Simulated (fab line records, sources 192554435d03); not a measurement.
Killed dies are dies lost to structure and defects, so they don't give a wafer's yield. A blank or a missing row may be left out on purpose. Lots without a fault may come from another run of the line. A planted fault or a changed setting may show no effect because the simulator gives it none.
fab line records | flow n5_finfet | part 1 of 2: steps 1 to 16 of 17
record lots=7 wafers=18 last_day=17
route steps=1938 shown SDB@357 BEOL_M4@1111 PASSIVATION@1936
lots that met no fault: from a run of the same line without faults
start_h: hours from the record's first day to the start of the lot's first wafer shown | wait_h: hours since the lot's step before | " the same as in the row above | L1.1+2: a row that stands for several wafers | - no value, or no start given | * or withheld: withheld | < > ~ a bound
route shown NAME@n: a module of which the file shows steps, and the number in the route of the first | usual: mean/standard deviation of fault-free wafers | same: alike in all rows | chamber/n: place in a boat | sites: the reading at each site | _std_site: their standard deviation | _edge_site: outer sites' mean less inner sites' | radius_mm: how far each site lies from the wafer's centre | mask NAME#n: copy n | behind: the tool/chamber that last shaped the wafer | hold: why the lot was held/for how many hours/how that ended | device: the transistor (n, p or np) that didn't switch | end of line: the same wafers' tests at the end of the route | a step without rows: its recipe alone | killed: dies lost to structure and defects at the first sort, not the wafer's yield | map: a wafer's dies, x killed, . not, _ none there
set.NAME: the setting as run; set.NAME@STEP: as run at that earlier step | model.NAME: the simulator's own value behind a step, which no gauge read
lots at some steps of the route; a table a step, a row a wafer
services: from which hour (start_h, from the record's first day; less than 0 if before it) a tool's chamber was out of use, for how many hours, and why
## steps
# step N5_SDB_OVL_MEAS_12
# recipe points_per_wafer=44
# usual SDB_OVL=-0.2/0.67
# columns lot.wafer tool chamber start_h wait_h SDB_OVL[nm]
L931.3 overlay-02 0 72.39 0.0 -0.8
L931.5 " 0 " " -1.2
L931.6 " 0 " " 0.3
L940.2 overlay-01 0 129.86 0.0 -0.6
L940.4 " 0 " " -0.8
L940.5 " 0 " " -0.7
L941.1 overlay-01 0 142.19 0.0 0.5
L941.2 " 0 " " 0.9
L941.6 " 0 " " 0.3
L943.1 overlay-01 0 145.37 0.0 0.5
L943.2 " 0 " " 0.4
L943.4 " 0 " " -1.0
L947.2 overlay-01 0 168.05 0.0 0.2
L947.3 " 0 " " 0.0
L951.2 overlay-01 0 191.95 0.0 -0.6
L951.3 " 0 " " -1.6
L953.1 overlay-01 0 204.79 0.0 0.0
L953.2 " 0 " " -0.8
# step N5_SDB_INSPECT_13
# recipe mode=adi inspect_instrument=brightfield
# usual raw_defect_count=66/25
# columns lot.wafer tool chamber start_h wait_h raw_defect_count
L931.3 defect_inspect-01 - 72.41 0.0 70
L931.5 " - " " 62
L931.6 " - " " 58
L940.2 defect_inspect-01 - 129.88 0.0 51
L940.4 " - " " 91
L940.5 " - " " 48
L941.1 defect_inspect-01 - 142.21 0.0 62
L941.2 " - " " 105
L941.6 " - " " 75
L943.1 defect_inspect-01 - 145.39 0.0 93
L943.2 " - " " 47
L943.4 " - " " 46
L947.2 defect_inspect-02 - 168.07 0.0 34
L947.3 " - " " 64
L951.2 defect_inspect-01 - 191.98 0.0 67
L951.3 " - " " 70
L953.1 defect_inspect-02 - 204.82 0.0 81
L953.2 " - " " 50
# step N5_SDB_DESCUM_16
# recipe chemistry=O2 time_s=7.9 source_power_w=50 bias_power_w=20 pressure_mtorr=20 rf_frequency_hz=2.712e+07 temp_c=40 resist=CAR-ArF o2_flow_sccm=225
# step N5_SDB_ETCH_17
# recipe chemistry=CF4 target=SiARC target_depth_a=234 mask_material=CAR-ArF time_s=39 ion_energy_ev=80 pressure_mtorr=40 source_w=545 bias_w=36 Ar_flow_sccm=100 cf4_flow_sccm=100 ends=cleared
# usual drypump_motor_current_A=5.7/0.5 etch_rf_on_time_s=39.1/0.55 oes_product_au=0.65/0.079 rf_vpp_V=184.1/1.1 showerhead_plenum_p_Torr=2.14/0.066 throttle_valve_pct=15.66/0.24
# columns lot.wafer tool chamber start_h wait_h drypump_motor_current_A etch_rf_on_time_s oes_product_au rf_hours_counter_h rf_vpp_V showerhead_plenum_p_Torr throttle_valve_pct
L931.3 rie_diel-01 0 72.62 0.0 5.4 39.8 0.59 228 184.6 2.20 16.11
L931.5 " 2 " " 5.5 39.1 0.66 - 183.2 2.15 15.45
L931.6 " 1 " " 4.9 40.0 0.59 - 183.1 2.11 15.72
L940.2 rie_diel-04 3 130.22 0.0 5.6 38.6 0.64 168 181.7 2.05 15.40
L940.4 " 2 " " 6.5 39.8 0.59 247 181.5 2.03 15.94
L940.5 " 0 " " 5.6 39.1 0.61 - 184.7 2.12 16.02
L941.1 rie_diel-04 1 142.28 0.0 5.6 39.7 0.60 201 184.2 2.12 15.60
L941.2 " 0 " " 5.6 39.0 0.60 227 184.5 2.12 16.03
L941.6 " 3 " " 5.6 38.2 0.65 - 184.1 2.05 15.44
L943.1 rie_diel-01 1 145.46 0.0 4.9 38.2 0.81 9 182.7 2.11 15.26
L943.2 " 2 " " 5.5 38.9 0.63 162 183.0 2.14 15.49
L943.4 " 3 " " 5.8 38.9 0.78 - 184.1 2.18 15.41
L947.2 rie_diel-06 1 168.19 0.0 5.3 39.5 0.59 226 183.4 2.11 15.70
L947.3 " 2 " " 5.3 39.4 0.84 1 184.3 2.11 15.38
L951.2 rie_diel-04 0 192.05 0.0 5.6 39.4 0.59 245 182.8 2.11 16.07
L951.3 " 2 " " 6.5 38.8 0.80 14 185.4 2.28 15.46
L953.1 rie_diel-06 0 204.89 0.0 5.5 39.2 0.64 149 185.1 2.22 15.77
L953.2 " 3 " " 6.8 39.2 0.62 180 184.6 2.21 15.71
# step N5_SDB_ETCH_18
# recipe chemistry=N2/H2 target=SOC target_depth_a=1000 overetch_a=200 mask_material=SiARC temp_c=40 time_s=150 ion_energy_ev=200 pressure_mtorr=30 source_w=840 bias_w=150 n2_flow_sccm=200 h2_flow_sccm=200
# usual drypump_motor_current_A=5.7/0.5 h2_flow_sccm=200.1/0.58 oes_product_au=0.69/0.079 rf_vpp_V=524.1/2.5 showerhead_plenum_p_Torr=2.55/0.086 temp_c=40.01/0.11 throttle_valve_pct=17.89/0.24
# columns lot.wafer tool chamber start_h wait_h drypump_motor_current_A h2_flow_sccm oes_product_au rf_hours_counter_h rf_vpp_V showerhead_plenum_p_Torr temp_c throttle_valve_pct
L931.3 rie_diel-01 0 72.65 0.0 5.4 200.1 0.63 228 526.5 2.63 39.88 18.37
L931.5 " 2 " " 5.5 200.0 0.69 - 524.8 2.55 39.89 17.65
L931.6 " 1 " " 4.9 201.1 0.62 - 523.9 2.50 39.95 17.89
L940.2 rie_diel-04 3 130.26 0.0 5.7 200.1 0.68 168 521.1 2.43 40.05 17.61
L940.4 " 2 " " 6.5 201.0 0.62 248 520.3 2.41 39.90 18.23
L940.5 " 0 " " 5.6 199.3 0.63 - 524.6 2.52 39.83 18.24
L941.1 rie_diel-04 1 142.32 0.0 5.6 199.9 0.63 201 523.6 2.52 40.02 17.93
L941.2 " 0 " " 5.6 199.8 0.63 227 523.9 2.52 39.94 18.26
L941.6 " 3 " " 5.6 200.4 0.67 - 522.1 2.42 39.83 17.62
L943.1 rie_diel-01 1 145.50 0.0 4.9 200.5 0.85 9 522.2 2.50 39.92 17.49
L943.2 " 2 " " 5.5 199.8 0.66 162 523.8 2.54 40.06 17.69
L943.4 " 3 " " 5.8 200.5 0.83 - 527.4 2.61 40.08 17.66
L947.2 rie_diel-06 1 168.22 0.0 5.3 200.2 0.63 226 523.0 2.51 40.04 17.93
L947.3 " 2 " " 5.4 200.7 0.88 1 523.5 2.50 40.08 17.60
L951.2 rie_diel-04 0 192.08 0.0 5.6 199.5 0.62 245 523.2 2.51 40.00 18.29
L951.3 " 2 " " 6.5 200.2 0.84 14 529.5 2.72 40.12 17.84
L953.1 rie_diel-06 0 204.92 0.0 5.5 199.4 0.67 149 525.4 2.65 40.12 17.96
L953.2 " 3 " " 6.8 200.3 0.65 180 526.9 2.64 40.05 17.84
# step N5_SDB_STRIP_19
# recipe chemistry=N2/H2 temp_c=40 n2_flow_sccm=200 h2_flow_sccm=200 rf_frequency_hz=6e+07
# step N5_SDB_STRIP_21
# recipe chemistry=CF4 resist=SiARC power_w=300 bias_power_w=75 pressure_mtorr=50 cf4_flow_sccm=150 rf_frequency_hz=6e+07
# usual drypump_motor_current_A=5.7/0.5 oes_product_au=0.76/0.087 rf_vpp_V=271.2/1.4 showerhead_plenum_p_Torr=1.79/0.054 throttle_valve_pct=13.64/0.24
# columns lot.wafer tool chamber start_h wait_h drypump_motor_current_A oes_product_au rf_hours_counter_h rf_vpp_V showerhead_plenum_p_Torr throttle_valve_pct
L931.3 rie_diel-01 0 72.79 0.0 5.4 0.69 228 272.5 1.85 14.10
L931.5 " 2 " " 5.5 0.75 - 271.5 1.80 13.40
L931.6 " 1 " " 4.8 0.68 - 270.4 1.77 13.72
L940.2 rie_diel-04 3 130.40 0.0 5.6 0.75 168 269.2 1.72 13.44
L940.4 " 2 " " 6.5 0.69 248 270.2 1.70 13.95
L940.5 " 0 " " 5.6 0.70 - 271.5 1.77 14.00
L941.1 rie_diel-04 1 142.46 0.0 5.6 0.70 201 271.3 1.78 13.60
L941.2 " 0 " " 5.6 0.70 227 269.9 1.77 14.00
L941.6 " 3 " " 5.6 0.74 - 270.0 1.72 13.45
L943.1 rie_diel-01 1 145.64 0.0 4.8 0.93 9 270.3 1.77 13.19
L943.2 " 2 " " 5.5 0.73 162 270.3 1.79 13.47
L943.4 " 3 " " 5.8 0.91 - 272.4 1.83 13.37
L947.2 rie_diel-06 1 168.36 0.0 5.3 0.69 226 270.3 1.77 13.73
L947.3 " 2 " " 5.4 0.97 1 270.8 1.76 13.30
L951.2 rie_diel-04 0 192.22 0.0 5.6 0.69 245 269.1 1.77 14.03
L951.3 " 2 " " 6.5 0.92 14 273.9 1.90 13.36
L953.1 rie_diel-06 0 205.06 0.0 5.5 0.74 149 272.4 1.87 13.75
L953.2 " 3 " " 6.8 0.73 180 272.6 1.85 13.71
# step N5_SDB_HM_OPEN_20
# recipe chemistry=CH3F/O2 target=SiNx mask_material=SOC target_depth_a=240 stop_on=poly-Si over_etch_frac=0.4 ion_energy_ev=120 pressure_mtorr=30 source_w=395 bias_w=73 Ar_flow_sccm=150 CH3F_flow_sccm=30 O2_flow_sccm=20
# step N5_SDB_STRIP_22
# recipe chemistry=N2/H2 power_w=1000 temp_c=250 h2_frac=0.65 overash_fraction=0.3 pressure_mtorr=withheld n2_flow_sccm=1750 h2_flow_sccm=3250
# usual drypump_motor_current_A=5.7/0.58 h2_flow_sccm=3248/9.7 heater_power_w=325/22 oes_product_au=0.715/0.0046 strip_time_to_endpoint_s=96.4/0.33 temp_c=249.99/0.16
# columns lot.wafer tool chamber start_h wait_h drypump_motor_current_A h2_flow_sccm heater_power_w oes_product_au rf_hours_counter_h strip_time_to_endpoint_s temp_c
L931.3 plasma_asher-01 0 72.93 0.1 5.7 3236 318 0.718 - 96.4 250.25
L931.5 " 0 " " 5.8 3249 330 0.711 - 96.5 249.96
L931.6 " 1 " " 4.7 3243 322 0.713 - 96.4 249.97
L940.2 plasma_asher-02 0 130.50 0.1 6.4 3244 303 0.713 46 96.2 249.91
L940.4 " 0 " " 6.4 3263 296 0.713 - 96.4 250.03
L940.5 " 1 " " 5.5 3257 359 0.707 - 96.3 249.83
L941.1 plasma_asher-02 0 142.56 0.1 6.4 3241 305 0.714 48 96.7 249.79
L941.2 " 1 " " 5.5 3247 355 0.718 48 96.6 250.10
L941.6 " 0 " " 6.4 3240 303 0.713 - 96.3 249.80
L943.1 plasma_asher-02 0 145.74 0.1 6.4 3257 303 0.715 48 95.6 250.04
L943.2 " 1 " " 5.5 3264 359 0.719 48 96.3 250.03
L943.4 " 1 " " 5.5 3241 359 0.714 - 95.9 249.99
L947.2 plasma_asher-01 0 168.46 0.1 5.8 3239 328 0.715 102 96.5 250.00
L947.3 " 1 " " 4.7 3257 321 0.722 - 96.2 249.53
L951.2 plasma_asher-01 1 192.35 0.1 4.7 3240 317 0.719 107 96.0 250.22
L951.3 " 0 " " 5.7 3253 327 0.715 - 95.8 250.09
L953.1 plasma_asher-02 0 205.16 0.1 6.4 3256 295 0.718 64 96.2 249.74
L953.2 " 1 " " 5.5 3259 349 0.713 64 96.0 250.17
# step N5_SDB_PRECLEAN_23
# recipe chemistry=dHF time_s=30 temp_c=25 dilution=withheld
# step N5_SDB_DUMMY_REMOVE_24
# recipe chemistry=TMAH temp_c=70 target=poly-Si stop_on=SiO2 target_depth_nm=142 conc_wt_pct=5 time_s=57 dry=ipa_marangoni rinse_time_s=30 rinse_temp_c=23
# step N5_SDB_ETCH_25
# recipe chemistry=C4F6/O2 target=SiO2 target_depth_a=100 time_s=3.3 ion_energy_ev=250 mask_material=SiNx pressure_mtorr=30 source_w=345 bias_w=185 Ar_flow_sccm=300 C4F6_flow_sccm=10 O2_flow_sccm=10
# usual drypump_motor_current_A=5.7/0.48 oes_product_au=0.77/0.095 rf_vpp_V=661/4.4 showerhead_plenum_p_Torr=2.85/0.076 throttle_valve_pct=21.19/0.24
# columns lot.wafer tool chamber start_h wait_h drypump_motor_current_A oes_product_au rf_hours_counter_h rf_vpp_V showerhead_plenum_p_Torr throttle_valve_pct
L931.3 rie_diel-04 3 73.23 0.0 5.6 0.77 147 664 2.73 20.87
L931.5 " 2 " " 6.5 0.70 - 656 2.71 21.46
L931.6 " 1 " " 5.6 0.71 - 663 2.83 21.02
L940.2 rie_diel-06 0 130.72 0.0 5.5 0.77 122 668 2.96 21.25
L940.4 " 2 " " 5.4 0.70 244 657 2.82 21.43
L940.5 " 3 " " 6.8 0.76 - 660 2.95 21.19
L941.1 rie_diel-01 2 142.78 0.0 5.5 0.73 161 665 2.85 21.05
L941.2 " 3 " " 5.8 0.93 19 658 2.90 20.98
L941.6 " 1 " " 4.8 0.95 - 655 2.80 20.84
L943.1 rie_diel-04 3 146.10 0.2 5.6 0.75 176 663 2.72 20.91
L943.2 " 1 " " 5.6 0.70 202 663 2.81 21.06
L943.4 " 0 " " 5.6 0.70 - 660 2.83 21.64
L947.2 rie_diel-06 3 168.68 0.0 6.8 0.74 168 661 2.94 21.21
L947.3 " 2 " " 5.4 0.97 1 658 2.81 21.08
L951.2 rie_diel-01 1 192.56 0.0 4.9 0.90 29 654 2.79 20.87
L951.3 " 3 " " 5.8 0.90 37 656 2.89 21.01
L953.1 rie_diel-06 2 205.38 0.0 5.4 0.92 15 656 2.81 21.08
L953.2 " 1 " " 5.4 0.67 239 650 2.81 21.22
# step N5_SDB_CUT_ETCH_26
# recipe chemistry=HBr/Cl2/O2 target=Si target_depth_a=1296 bt_time_s=20 mask_material=SiNx time_s=51.8 ion_energy_ev=* bias_w=* pressure_mtorr=10 icp_w=800 HBr_flow_sccm=150 Cl2_flow_sccm=80 O2_flow_sccm=12
# usual drypump_motor_current_A=5.8/0.49 oes_product_au=1.006/0.014 throttle_valve_pct=37.2/0.31
# columns lot.wafer tool chamber start_h wait_h drypump_motor_current_A oes_product_au rf_hours_counter_h throttle_valve_pct model.etch.depth_nm model.SDB.feature_depth_nm model.SiNx_of_SDB_HM_DEP_00.thk_nm
L931.3 rie_si-06 2 73.31 0.1 5.1 0.980 77 37.1 131.9 132 21.8
L931.5 " 2 " " 5.1 0.974 - 37.1 131.4 131.4 22.2
L931.6 " 3 " " 5.0 1.003 - 37.1 128.8 128.8 22.4
L940.2 rie_si-04 3 130.80 0.1 6.0 0.997 195 37.3 128.7 128.8 21.4
L940.4 " 0 " " 5.8 1.003 - 37.5 129.4 129.4 21.4
L940.5 " 1 " " 6.6 1.018 - 37.7 131.7 131.6 21.8
L941.1 rie_si-04 1 142.86 0.1 6.4 1.012 64 37.7 130.2 130.2 21.2
L941.2 " 0 " " 5.8 0.999 25 37.5 129 129 21.4
L941.6 " 2 " " 5.8 1.008 - 37.0 131.2 131.2 21.6
L943.1 rie_si-02 0 146.18 0.1 5.2 0.996 193 37.6 127.7 127.6 21.8
L943.2 " 3 " " 5.8 1.029 104 37.3 127.4 127.4 22
L943.4 " 2 " " 6.2 1.024 60 37.1 128 128 22.8
L947.2 rie_si-02 1 168.77 0.1 6.3 0.993 154 36.6 76.1 76 29.4
L947.3 " 0 " " 5.2 0.987 193 37.6 128 128 23
L951.2 rie_si-02 0 192.65 0.1 5.2 0.992 0 37.4 76.28 76.2 28.6
L951.3 " 3 " " 5.8 1.025 105 37.3 128.5 128.6 22
L953.1 rie_si-02 2 205.46 0.1 6.2 1.010 61 37.1 77.03 77 28.2
L953.2 " 1 " " 6.3 0.988 154 36.6 75.37 75.4 28.4
# step N5_SDB_PRECLEAN_38
# recipe chemistry=dHF time_s=10 dilution=750:1 temp_c=25
# usual temp_c=25.00/0.11
# columns lot.wafer tool chamber start_h wait_h temp_c model.SiNx_of_SDB_HM_DEP_00.thk_nm
L931.3 wet_bench-03 7 73.43 0.1 24.99 21.8
L931.5 " 1 " " 24.77 22.2
L931.6 " 5 " " 24.89 22.4
L940.2 wet_bench-01 7 130.92 0.1 25.03 21.2
L940.4 " 4 " " 24.85 21.2
L940.5 " 5 " " 25.08 21.8
L941.1 wet_bench-05 4 142.98 0.1 25.14 21.2
L941.2 " 7 " " 24.95 21.4
L941.6 " 0 " " 24.97 21.6
L943.1 wet_bench-01 3 146.30 0.1 25.02 21.8
L943.2 " 4 " " 24.96 22
L943.4 " 7 " " 24.93 22.6
L947.2 wet_bench-01 6 168.88 0.1 25.03 29.4
L947.3 " 0 " " 25.01 23
L951.2 wet_bench-05 0 192.77 0.1 25.01 28.6
L951.3 " 4 " " 25.07 22
L953.1 wet_bench-05 5 205.58 0.1 25.01 28
L953.2 " 6 " " 25.10 28.4
# step N5_SDB_PRECLEAN_39
# recipe chemistry=O3/DIW time_s=45 temp_c=22 o3_ppm=10
# step N5_BEOL_M4_RC_MEAS_101
# usual DIBL_N=36.4/1.5 DIBL_P=36.6/1.9 IOFF_N=0.155/0.021 IOFF_P=0.211/0.028 ION_N=671/8.6 ION_P=462/5.8 SS_N=71.5/0.5 SS_P=73.4/0.58 VT_N=250.1/2.4 VT_P=-250.1/3
# columns lot.wafer tool chamber start_h wait_h DIBL_N[mV/V] DIBL_P[mV/V] IOFF_N[nA/um] IOFF_P[nA/um] ION_N[uA/um] ION_P[uA/um] SS_N[mV/dec] SS_P[mV/dec] VT_N[mV] VT_P[mV]
L931.3 prober-01 0 176.79 0.3 37.1 37.4 0.171 0.216 674 460 72.2 73.8 250.8 -251.0
L931.5 " 0 " " 34.4 33.9 0.128 0.171 661 451 70.4 73.1 252.5 -251.1
L931.6 " 0 " " 36.4 37.1 0.157 0.220 668 459 71.5 73.1 250.2 -249.9
L940.2 prober-02 0 230.85 0.2 33.8 35.9 0.128 0.204 662 470 71.2 72.7 252.9 -250.4
L940.4 " 0 " " 33.3 35.1 0.130 0.204 665 459 71.6 72.4 253.2 -249.0
L940.5 " 0 " " 32.6 33.9 0.117 0.194 662 463 70.7 72.2 255.6 -251.4
L941.1 prober-02 0 236.97 0.0 35.7 34.6 0.131 0.167 664 459 71.4 73.1 253.5 -252.8
L941.2 " 0 " " 38.2 37.7 0.178 0.220 679 461 72.4 74.3 251.5 -250.0
L941.6 " 0 " " 37.7 38.0 0.165 0.213 689 466 72.0 73.8 251.8 -250.6
L943.1 prober-01 0 244.20 0.0 36.8 35.1 0.138 0.189 666 460 71.4 72.8 250.7 -253.3
L943.2 " 0 " " 37.1 35.7 0.148 0.196 671 460 71.5 72.9 251.4 -253.0
L943.4 " 0 " " 36.1 34.0 0.129 0.175 666 456 70.4 72.6 252.9 -252.5
L947.2 prober-01 0 268.82 0.2 39.5 40.0 0.203 0.260 674 463 72.3 74.1 247.5 -249.3
L947.3 " 0 " " 39.6 40.0 0.206 0.262 677 464 72.4 73.9 245.3 -248.5
L951.2 prober-01 0 303.97 0.2 38.0 39.2 0.164 0.232 663 458 72.0 74.1 253.2 -247.9
L951.3 " 0 " " 38.0 39.1 0.172 0.229 680 469 71.4 73.5 248.9 -248.7
L953.1 prober-02 0 308.25 0.0 34.5 34.4 0.117 0.138 674 460 70.9 72.5 252.8 -259.8
L953.2 " 0 " " 36.2 35.8 0.140 0.153 675 455 71.0 73.1 251.5 -257.3
## key
first_sign none at tools or gauges
model_effect step=N5_SDB_CUT_ETCH_26 value=etch.depth_nm without=127.9 struck=76.19
model_effect step=N5_SDB_PRECLEAN_38 value=SiNx_of_SDB_HM_DEP_00.thk_nm without=22.05 struck=28.6
met_at N5_SDB_CUT_ETCH_26
struck_wafers L947.2,L951.2,L953.1,L953.2
onset_between 146.18 168.77
fault kind=process_parameter_drift tool=rie_si-02 chamber=- onset_h=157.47 steps=N5_SDB_CUT_ETCH_26 channel=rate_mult offset=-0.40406 shape=step end_h=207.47 scope=struck_wafers_only
